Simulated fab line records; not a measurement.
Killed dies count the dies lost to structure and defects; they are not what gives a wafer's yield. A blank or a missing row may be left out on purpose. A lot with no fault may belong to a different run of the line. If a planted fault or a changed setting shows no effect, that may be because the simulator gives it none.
Matching of chambers | flow nand harc | NHARC_P_M1_CMP_23 on cmp-03 has 4 sister chambers
The step polishes, t overpolish 20 s, target thk 157.82 nm. 8 wafers are shown with their chamber, then 7 later ones without.

## EACH WAFER AND ITS CHAMBER
wafer  | chamber | motor current A (A) | time to endpoint s (s)
L450.6 | 2       | 10.3                | 31.3
L451.1 | 3       | 12.6                | 31.0
L451.4 | 2       | 11.0                | 26.7
L463.1 | 1       | 14.0                | 25.5
L463.2 | 3       | 12.7                | 34.1
L463.4 | 0       | 12.9                | 24.8
L464.1 | 0       | 13.4                | 29.6
L464.3 | 1       | 14.2                | 27.1

## WAFERS WITH NO CHAMBER GIVEN
wafer  | motor current A (A) | time to endpoint s (s)
L464.6 | 10.4                | 31.7
L465.2 | 12.5                | 36.6
L465.4 | 12.6                | 28.0
L465.6 | 12.2                | 29.7
L467.3 | 12.1                | 23.9
L467.4 | 10.3                | 27.3
L467.5 | 12.2                | 25.7

## THE CHAMBER EACH PASSED THROUGH
wafer  | from the rows above          | in truth
L464.6 | 2                            | 2
L465.2 | 3                            | 3
L465.4 | can't be placed: 3 or 0      | 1
L465.6 | can't be placed: 3 or 0      | 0
L467.3 | can't be placed: 0 or 3 or 2 | 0
L467.4 | 2                            | 2
L467.5 | can't be placed: 3 or 0      | 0
3 of 7 placed correctly. Cannot be placed on the basis of these rows: 4; the candidates contain the true chamber in 3. Number placed wrongly: 0.
How it was worked out, from the rows above alone: a wafer's distance from a chamber is the root of the sum, over the readings, of the square of ((its reading less the chamber's mean) divided by the reading's scatter). If the next closest chamber is less than 2 further off than the closest, the wafer can't be placed; otherwise it belongs to the closest. For every chamber, the mean is computed from those of its wafers that are shown. How the scatter is found: for the shown wafers, subtract from each reading the mean of its chamber, square and add these, divide the total by (wafers less chambers), then take the root.
